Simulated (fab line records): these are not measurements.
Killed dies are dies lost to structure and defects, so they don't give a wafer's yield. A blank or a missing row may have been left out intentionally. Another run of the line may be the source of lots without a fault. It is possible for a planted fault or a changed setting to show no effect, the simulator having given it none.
Matching of chambers || flow nand harc || 4 sister chambers for NHARC_A_CONTACT_ETCH_91 on rie diel-13
The step etches the open film in CH3F/O2, target depth 40 nm, time 85.7 s. 4 wafers are shown with their chamber, then 8 later ones without.

== WAFERS, EACH WITH ITS CHAMBER ==
{"wafer": "L085.3", "chamber": 3, "showerhead plenum p Torr (Torr)": 2.63}
{"wafer": "L080.2", "chamber": 0, "showerhead plenum p Torr (Torr)": 2.48}
{"wafer": "L080.4", "chamber": 2, "showerhead plenum p Torr (Torr)": 2.29}
{"wafer": "L081.2", "chamber": 1, "showerhead plenum p Torr (Torr)": 2.37}

== WAFERS WITH NO CHAMBER GIVEN ==
{"wafer": "L081.3", "showerhead plenum p Torr (Torr)": 2.63}
{"wafer": "L081.4", "showerhead plenum p Torr (Torr)": 2.48}
{"wafer": "L090.1", "showerhead plenum p Torr (Torr)": 2.28}
{"wafer": "L090.2", "showerhead plenum p Torr (Torr)": 2.37}
{"wafer": "L090.5", "showerhead plenum p Torr (Torr)": 2.48}
{"wafer": "L094.1", "showerhead plenum p Torr (Torr)": 2.62}
{"wafer": "L094.5", "showerhead plenum p Torr (Torr)": 2.37}
{"wafer": "L094.6", "showerhead plenum p Torr (Torr)": 2.47}

== EACH ONE'S CHAMBER ==
{"wafer": "L081.3", "from the rows above": 3, "in truth": 3}
{"wafer": "L081.4", "from the rows above": 0, "in truth": 0}
{"wafer": "L090.1", "from the rows above": 2, "in truth": 2}
{"wafer": "L090.2", "from the rows above": 1, "in truth": 1}
{"wafer": "L090.5", "from the rows above": 0, "in truth": 0}
{"wafer": "L094.1", "from the rows above": 3, "in truth": 3}
{"wafer": "L094.5", "from the rows above": 1, "in truth": 1}
{"wafer": "L094.6", "from the rows above": 0, "in truth": 0}
Placed correctly: 8 of 8. Left unplaced by these rows: 0. 0 placed wrongly.
How it was worked out, from the rows above alone: a wafer's distance from a chamber is the root of the sum, over the readings, of the square of ((its reading less the chamber's mean) divided by the reading's scatter). If the next closest chamber is less than 2 further off than the closest, the wafer can't be placed; otherwise it belongs to the closest. Each chamber's mean is taken over the wafers shown for it. The scatter: with one shown wafer a chamber, the root of the mean of the squares of how far each hidden wafer lies from its nearest shown one.
